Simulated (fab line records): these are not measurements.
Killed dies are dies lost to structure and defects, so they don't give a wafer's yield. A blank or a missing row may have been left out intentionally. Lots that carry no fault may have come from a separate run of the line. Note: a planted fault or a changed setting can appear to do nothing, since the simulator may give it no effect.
What tool caused it? -- flow n5-finfet -- Sampling: 24 lots, 72 wafers, 6 of 1938 route steps

== WHAT THE GAUGES SHOWED, per wafer ==
Not one reading of a measure or inspect step in the record can be checked against a usual standard deviation.

== TOOL THAT RAN EACH LOT (tool first, then ch and the chambers of the sampled wafers, then the start) ==
lot,N5_BEOL_M6_CURE_74,N5_BEOL_M6_PECVD_70,N5_BEOL_M6_HM_OPEN_17,N5_BEOL_M6_STRIP_19,N5_BEOL_M6_STRIP_80,N5_BEOL_M6_ALD_77
L074,"uv-cure-03 ch 1, day 8 23:55","pecvd-03 ch 0,1,2, day 9 00:29","rie-metal-02 ch 0,1, day 9 01:18","rie-diel-06 ch 0,2,3, day 9 01:23","rie-diel-06 ch 2,3, day 9 07:46 or earlier","ald-metal-03 ch 1,2, day 9 07:46"
L075,"uv-cure-01 ch 1, day 9 06:28","pecvd-03 ch 0,2, day 9 06:56","rie-metal-02 ch 0, day 9 08:35","rie-diel-06 ch 0,1,2, day 9 08:42","rie-diel-03 ch 2,3, day 9 11:44 or earlier","ald-metal-04 ch 0,2,3, day 9 11:44"
L076,"uv-cure-02 ch 0, day 9 08:11","pecvd-03 ch 0,1,2, day 9 08:39","rie-metal-03 ch 0,1, day 9 11:07","rie-diel-02 ch 0,3, day 9 11:17","rie-diel-02 ch 1,2, day 9 15:16 or earlier","ald-metal-03 ch 0,2,3, day 9 15:16"
L077,"uv-cure-02 ch 0, day 9 08:52","pecvd-03 ch 0,2, day 9 09:25","rie-metal-02 ch 0,1, day 9 11:37","rie-diel-02 ch 1,2,3, day 9 11:44","rie-diel-03 ch 1,2,3, day 9 14:25 or earlier","ald-metal-04 ch 0,1,3, day 9 14:25"
L078,"uv-cure-02 ch 0, day 10 07:51","pecvd-03 ch 0,1, day 10 08:19","rie-metal-01 ch 0,1, day 10 10:28","rie-diel-06 ch 1,2,3, day 10 10:34","rie-diel-06 ch 0,3, day 10 14:21 or earlier","ald-metal-03 ch 1,2, day 10 14:21"
L079,"uv-cure-01 ch 2, day 10 10:23","pecvd-04 ch 0,1, day 10 10:47","rie-metal-01 ch 0,1, day 10 14:08","rie-diel-06 ch 0,2,3, day 10 14:13","rie-diel-02 ch 0,1, day 10 17:25 or earlier","ald-metal-02 ch 2,3, day 10 17:25"
L080,"uv-cure-03 ch 1, day 10 17:19","pecvd-03 ch 0,1, day 10 17:47","rie-metal-03 ch 0,1, day 10 21:35","rie-diel-02 ch 0,1,3, day 10 21:42","rie-diel-03 ch 2,3, day 11 00:31 or earlier","ald-metal-04 ch 2,3, day 11 00:31"
L081,"uv-cure-02 ch 0, day 10 20:09","pecvd-04 ch 1,2, day 10 20:37","rie-metal-03 ch 0, day 10 21:55","rie-diel-03 ch 0,2,3, day 10 22:04","rie-diel-02 ch 0,1,3, day 11 00:43 or earlier","ald-metal-03 ch 0,1,2, day 11 00:43"
L082,"uv-cure-01 ch 2, day 10 23:44","pecvd-04 ch 0,1,2, day 11 00:17","rie-metal-02 ch 0,1, day 11 01:29","rie-diel-02 ch 0,2,3, day 11 01:35","rie-diel-02 ch 0,1, day 11 04:59 or earlier","ald-metal-04 ch 0,1,2, day 11 04:59"
L085,"uv-cure-01 ch 0, day 11 10:59","pecvd-01 ch 0,1,2, day 11 11:32","rie-metal-03 ch 0,1, day 11 13:49","rie-diel-02 ch 1,2, day 11 13:56","rie-diel-06 ch 1,3, day 11 18:44 or earlier","ald-metal-02 ch 0,2, day 11 18:44"
L083,"uv-cure-01 ch 0, day 11 14:28","pecvd-04 ch 1,2, day 11 15:01","rie-metal-02 ch 0,1, day 11 19:02","rie-diel-02 ch 0,1,3, day 11 19:08","rie-diel-03 ch 0,2,3, day 11 22:40 or earlier","ald-metal-04 ch 1,2,3, day 11 22:40"
L084,"uv-cure-03 ch 1, day 11 19:14","pecvd-03 ch 0,2, day 11 19:42","rie-metal-03 ch 0,1, day 11 23:11","rie-diel-02 ch 0,1,3, day 11 23:18","rie-diel-06 ch 1,2, day 12 02:23 or earlier","ald-metal-03 ch 0,2, day 12 02:23"
L087,"uv-cure-01 ch 0, day 11 19:37","pecvd-03 ch 0,1,2, day 11 20:01","rie-metal-02 ch 0,1, day 11 23:19","rie-diel-03 ch 0,1,2, day 11 23:24","rie-diel-03 ch 0,2, day 12 02:12 or earlier","ald-metal-04 ch 2,3, day 12 02:12"
L086,"uv-cure-01 ch 0, day 12 01:35","pecvd-04 ch 0,1,2, day 12 01:59","rie-metal-01 ch 0,1, day 12 03:46","rie-diel-03 ch 1,3, day 12 03:50","rie-diel-03 ch 0,1,2, day 12 05:59 or earlier","ald-metal-03 ch 0,1,3, day 12 05:59"
L088,"uv-cure-02 ch 2, day 12 06:14","pecvd-03 ch 0,1,2, day 12 06:42","rie-metal-02 ch 0, day 12 07:57","rie-diel-03 ch 0,1,2, day 12 08:04","rie-diel-03 ch 0,2, day 12 10:34 or earlier","ald-metal-02 ch 1,2,3, day 12 10:34"
L089,"uv-cure-03 ch 0, day 12 13:12","pecvd-03 ch 0,1,2, day 12 13:40","rie-metal-01 ch 0,1, day 12 15:02","rie-diel-06 ch 1,2,3, day 12 15:09","rie-diel-03 ch 0,1,3, day 12 18:22 or earlier","ald-metal-04 ch 0,2,3, day 12 18:22"
L090,"uv-cure-02 ch 0, day 13 05:58","pecvd-04 ch 1,2, day 13 06:21","rie-metal-02 ch 0,1, day 13 07:32","rie-diel-02 ch 0,1,3, day 13 07:37","rie-diel-03 ch 0,2,3, day 13 11:40 or earlier","ald-metal-02 ch 0,3, day 13 11:40"
L091,"uv-cure-02 ch 0, day 13 12:33","pecvd-03 ch 0,1,2, day 13 13:06","rie-metal-03 ch 0, day 13 15:35","rie-diel-06 ch 0,1,2, day 13 15:47","rie-diel-03 ch 1,2,3, day 13 19:22 or earlier","ald-metal-04 ch 0,1,3, day 13 19:22"
L092,"uv-cure-01 ch 2, day 13 13:05","pecvd-03 ch 0,1,2, day 13 14:07","rie-metal-01 ch 0, day 13 15:39","rie-diel-02 ch 0,1,2, day 13 15:51","rie-diel-06 ch 0,1,2, day 13 19:20 or earlier","ald-metal-03 ch 0,2,3, day 13 19:20"
L093,"uv-cure-01 ch 2, day 13 20:32","pecvd-01 ch 0,1, day 13 21:25","rie-metal-03 ch 0,1, day 13 23:05","rie-diel-03 ch 0,1, day 13 23:16","rie-diel-02 ch 0,1,2, day 14 01:54 or earlier","ald-metal-04 ch 0,1,3, day 14 01:54"
L094,"uv-cure-01 ch 1, day 14 05:38","pecvd-03 ch 0,1,2, day 14 06:11","rie-metal-01 ch 0, day 14 07:37","rie-diel-03 ch 1,2, day 14 07:50","rie-diel-03 ch 0,3, day 14 12:25 or earlier","ald-metal-02 ch 2,3, day 14 12:25"
L097,"uv-cure-01 ch 1, day 14 12:25","pecvd-01 ch 1,2, day 14 13:17","rie-metal-03 ch 1, day 14 15:04","rie-diel-03 ch 1,2, day 14 15:10","rie-diel-06 ch 1,2,3, day 14 17:41 or earlier","ald-metal-03 ch 2,3, day 14 17:41"
L096,"uv-cure-01 ch 2, day 14 14:02","pecvd-01 ch 0,1, day 14 15:04","rie-metal-03 ch 0,1, day 14 17:45","rie-diel-06 ch 0,2,3, day 14 17:52","rie-diel-03 ch 0,1,2, day 14 21:04 or earlier","ald-metal-04 ch 0,1,3, day 14 21:04"
L095,"uv-cure-01 ch 2, day 14 15:14","pecvd-03 ch 0,2, day 14 16:07","rie-metal-03 ch 0,1, day 14 18:03","rie-diel-02 ch 0,1,2, day 14 18:10","rie-diel-06 ch 1,2,3, day 14 22:58 or earlier","ald-metal-02 ch 0,1,2, day 14 22:58"
- N5_BEOL_M6_CURE_74: cures SiCOH lowk, time 240 s.
- N5_BEOL_M6_PECVD_70: deposits SiO2 from TEOS/O2, target thk 20 nm, time 22.7 s.
- N5_BEOL_M6_HM_OPEN_17: chemistry Cl2/BCl3, target TiN, target depth 20 nm, overetch 6 nm.
- N5_BEOL_M6_STRIP_19: strips in O2.
- N5_BEOL_M6_STRIP_80: strips in N2/H2, time 10 s.
- N5_BEOL_M6_ALD_77: deposits TaN, target thk 2 nm, pulse time 2 s, purge time 3 s.

== WHAT THE TOOLS THEMSELVES READ (means of the sampled wafers that have a number; where no wafer has one, the mark that the record gives instead) ==
N5_BEOL_M6_CURE_74. Usual: lamp-power-pct 52.32 %, standard deviation 0.057; wafer_temp_C_max 386.9, standard deviation 0.57.
lot,tool,lamp-power-pct (%),wafer_temp_C_max,flag
L074,uv-cure-03,52.35,386.5,
L075,uv-cure-01,52.35,386.4,
L076,uv-cure-02,52.28,387.3,
L077,uv-cure-02,52.30,387.2,
L078,uv-cure-02,52.32,387.4,
L079,uv-cure-01,52.38,387.0,
L080,uv-cure-03,52.35,386.7,
L081,uv-cure-02,52.29,387.0,
L082,uv-cure-01,52.32,387.3,
L085,uv-cure-01,52.26,386.2,
L083,uv-cure-01,52.28,386.3,
L084,uv-cure-03,52.28,386.6,
L087,uv-cure-01,52.27,386.4,
L086,uv-cure-01,52.34,386.4,
L088,uv-cure-02,52.30,387.6,
L089,uv-cure-03,52.29,386.5,
L090,uv-cure-02,52.33,387.9,
L091,uv-cure-02,52.32,387.4,
L092,uv-cure-01,52.31,387.1,
L093,uv-cure-01,52.38,387.0,
L094,uv-cure-01,52.32,386.6,
L097,uv-cure-01,52.33,386.4,
L096,uv-cure-01,52.31,386.6,
L095,uv-cure-01,52.33,386.8,

N5_BEOL_M6_PECVD_70. Usual: heater-power-w 719 W, standard deviation 140; showerhead-plenum-p-Torr 8.81 Torr, standard deviation 0.061; throttle-valve-pct 21.7 %, standard deviation 0.95.
lot,tool,heater-power-w (W),showerhead-plenum-p-Torr (Torr),throttle-valve-pct (%),flag
L074,pecvd-03,712,8.84,21.7,
L075,pecvd-03,859,8.87,20.8,
L076,pecvd-03,677,8.84,21.7,
L077,pecvd-03,874,8.87,20.9,
L078,pecvd-03,625,8.81,21.5,
L079,pecvd-04,739,8.76,22.6,
L080,pecvd-03,591,8.83,21.5,
L081,pecvd-04,622,8.77,21.9,
L082,pecvd-04,605,8.76,22.3,
L085,pecvd-01,811,8.77,21.5,
L083,pecvd-04,614,8.77,22.0,
L084,pecvd-03,757,8.85,20.9,
L087,pecvd-03,693,8.83,21.5,
L086,pecvd-04,667,8.77,22.2,
L088,pecvd-03,692,8.84,21.6,
L089,pecvd-03,745,8.84,21.7,
L090,pecvd-04,558,8.76,22.3,
L091,pecvd-03,757,8.84,21.6,
L092,pecvd-03,736,8.86,21.6,
L093,pecvd-01,786,8.86,21.9,
L094,pecvd-03,746,8.84,21.6,
L097,pecvd-01,798,8.71,21.2,
L096,pecvd-01,810,8.83,22.6,
L095,pecvd-03,751,8.87,20.9,

N5_BEOL_M6_HM_OPEN_17. Usual: drypump-motor-current-A 5.6 A, standard deviation 0.58; oes-product-au 0.65 a.u., standard deviation 0.071; throttle-valve-pct 22.14 %, standard deviation 0.17.
lot,tool,drypump-motor-current-A (A),oes-product-au (a.u.),throttle-valve-pct (%),flag
L074,rie-metal-02,5.8,0.71,22.19,
L075,rie-metal-02,6.1,0.62,22.24,
L076,rie-metal-03,5.5,0.62,21.97,
L077,rie-metal-02,5.9,0.68,22.19,
L078,rie-metal-01,6.0,0.69,22.16,
L079,rie-metal-01,5.9,0.62,22.27,
L080,rie-metal-03,5.5,0.61,21.97,
L081,rie-metal-03,4.6,0.66,22.26,
L082,rie-metal-02,5.9,0.66,22.21,
L085,rie-metal-03,5.0,0.64,22.11,
L083,rie-metal-02,5.7,0.69,22.21,
L084,rie-metal-03,5.5,0.60,21.98,
L087,rie-metal-02,5.7,0.69,22.20,
L086,rie-metal-01,6.1,0.68,22.18,
L088,rie-metal-02,6.1,0.60,22.26,
L089,rie-metal-01,6.0,0.68,22.15,
L090,rie-metal-02,5.8,0.68,22.19,
L091,rie-metal-03,4.6,0.65,22.27,
L092,rie-metal-01,6.2,0.73,22.06,
L093,rie-metal-03,5.1,0.62,22.13,
L094,rie-metal-01,6.1,0.71,22.07,
L097,rie-metal-03,5.9,0.57,21.85,
L096,rie-metal-03,5.0,0.62,22.13,
L095,rie-metal-03,5.1,0.62,22.13,

N5_BEOL_M6_STRIP_19. Usual: drypump-motor-current-A 5.5 A, standard deviation 0.49; oes-product-au 0.79 a.u., standard deviation 0.053; rf-vpp-V 3.6 V, standard deviation 0.61; showerhead-plenum-p-Torr 2.09 Torr, standard deviation 0.064; throttle-valve-pct 16.67 %, standard deviation 0.22.
lot,tool,drypump-motor-current-A (A),oes-product-au (a.u.),rf-vpp-V (V),showerhead-plenum-p-Torr (Torr),throttle-valve-pct (%),flag
L074,rie-diel-06,6.1,0.82,3.9,2.06,16.68,
L075,rie-diel-06,5.5,0.81,3.4,2.03,16.74,
L076,rie-diel-02,5.4,0.75,3.3,2.16,16.82,
L077,rie-diel-02,5.2,0.83,3.9,2.10,16.75,
L078,rie-diel-06,5.6,0.76,3.6,2.05,16.82,
L079,rie-diel-06,6.1,0.80,3.5,2.05,16.71,
L080,rie-diel-02,5.3,0.77,3.4,2.10,16.77,
L081,rie-diel-03,5.7,0.80,3.5,2.14,16.32,
L082,rie-diel-02,5.3,0.78,3.1,2.10,16.83,
L085,rie-diel-02,5.2,0.85,3.8,2.04,16.75,
L083,rie-diel-02,5.3,0.76,3.9,2.10,16.79,
L084,rie-diel-02,5.3,0.75,3.2,2.10,16.79,
L087,rie-diel-03,5.7,0.83,3.1,2.16,16.34,
L086,rie-diel-03,6.0,0.78,3.2,2.10,16.45,
L088,rie-diel-03,5.7,0.83,3.6,2.16,16.36,
L089,rie-diel-06,5.6,0.75,3.8,2.05,16.85,
L090,rie-diel-02,5.3,0.75,3.4,2.09,16.81,
L091,rie-diel-06,5.5,0.77,3.3,2.02,16.78,
L092,rie-diel-02,5.2,0.77,3.6,2.04,16.78,
L093,rie-diel-03,5.9,0.81,3.6,2.15,16.42,
L094,rie-diel-03,5.9,0.82,3.9,2.12,16.45,
L097,rie-diel-03,5.9,0.81,3.8,2.12,16.44,
L096,rie-diel-06,6.1,0.77,3.7,2.04,16.78,
L095,rie-diel-02,5.2,0.77,3.6,2.04,16.80,

N5_BEOL_M6_STRIP_80. Usual: drypump-motor-current-A 5.7 A, standard deviation 0.48; oes-product-au 0.79 a.u., standard deviation 0.051; rf-vpp-V 59.2 V, standard deviation 0.88; showerhead-plenum-p-Torr 2.54 Torr, standard deviation 0.076; throttle-valve-pct 23.5 %, standard deviation 0.38.
lot,tool,drypump-motor-current-A (A),oes-product-au (a.u.),rf-vpp-V (V),showerhead-plenum-p-Torr (Torr),throttle-valve-pct (%),flag
L074,rie-diel-06,6.2,0.78,58.8,2.53,23.8,
L075,rie-diel-03,5.9,0.79,60.4,2.55,23.5,
L076,rie-diel-02,5.1,0.87,59.3,2.49,24.0,
L077,rie-diel-03,5.9,0.83,59.1,2.56,23.3,
L078,rie-diel-06,6.4,0.83,58.7,2.50,23.8,
L079,rie-diel-02,5.2,0.79,58.3,2.49,23.7,
L080,rie-diel-03,5.7,0.81,59.8,2.56,23.2,
L081,rie-diel-02,5.3,0.77,59.3,2.55,23.7,
L082,rie-diel-02,5.2,0.79,59.9,2.49,23.8,
L085,rie-diel-06,5.5,0.73,58.8,2.45,23.8,
L083,rie-diel-03,5.7,0.79,59.1,2.59,23.2,
L084,rie-diel-06,5.0,0.73,57.9,2.41,23.5,
L087,rie-diel-03,5.5,0.81,59.7,2.64,23.0,
L086,rie-diel-03,5.8,0.83,59.7,2.60,23.1,
L088,rie-diel-03,5.5,0.80,59.7,2.63,23.0,
L089,rie-diel-03,5.9,0.79,58.9,2.58,23.4,
L090,rie-diel-03,5.7,0.78,59.1,2.58,23.2,
L091,rie-diel-03,5.9,0.79,59.2,2.55,23.4,
L092,rie-diel-06,5.5,0.77,58.1,2.43,23.5,
L093,rie-diel-02,5.2,0.77,59.1,2.48,24.0,
L094,rie-diel-03,5.7,0.77,59.2,2.61,23.2,
L097,rie-diel-06,5.7,0.73,58.9,2.46,23.7,
L096,rie-diel-03,5.8,0.81,59.3,2.59,23.1,
L095,rie-diel-06,5.7,0.73,57.9,2.46,23.7,

N5_BEOL_M6_ALD_77. Usual: heater-power-w 422 W, standard deviation 36; precursor-vessel-temp-c 74.99 C, standard deviation 0.13.
lot,tool,heater-power-w (W),precursor-vessel-temp-c (C),flag
L074,ald-metal-03,419,74.89,
L075,ald-metal-04,424,75.06,
L076,ald-metal-03,402,74.84,
L077,ald-metal-04,421,75.02,
L078,ald-metal-03,464,74.99,
L079,ald-metal-02,424,75.13,
L080,ald-metal-04,410,75.00,
L081,ald-metal-03,414,74.90,
L082,ald-metal-04,408,75.19,
L085,ald-metal-02,401,75.12,
L083,ald-metal-04,410,75.04,
L084,ald-metal-03,374,75.13,
L087,ald-metal-04,421,74.87,
L086,ald-metal-03,442,74.95,
L088,ald-metal-02,437,75.07,
L089,ald-metal-04,419,75.05,
L090,ald-metal-02,413,75.19,
L091,ald-metal-04,422,75.00,
L092,ald-metal-03,403,74.95,
L093,ald-metal-04,419,74.92,
L094,ald-metal-02,420,75.05,
L097,ald-metal-03,413,75.03,
L096,ald-metal-04,423,75.03,
L095,ald-metal-02,414,75.09,

== THE ANSWER, worked out from the rows above alone ==
Rule: a lot is off if the mean of its wafers that have a number lies more than 3 standard deviations from the usual mean. Also off: a lot with no number at a reading for which 4 or more lots have one. All remaining lots with rows at the step are treated as sound. Order of review: gauges by route order, followed by the tools' own readings, for which a lot's mean as printed above is used. At the first step where some lot is off, the reading lying furthest off is the one used; lots without a number count as furthest.
Across all readings shown, no lot is off: no conclusion can be drawn from this.

== WHAT THE SIMULATOR HAD PUT IN ==
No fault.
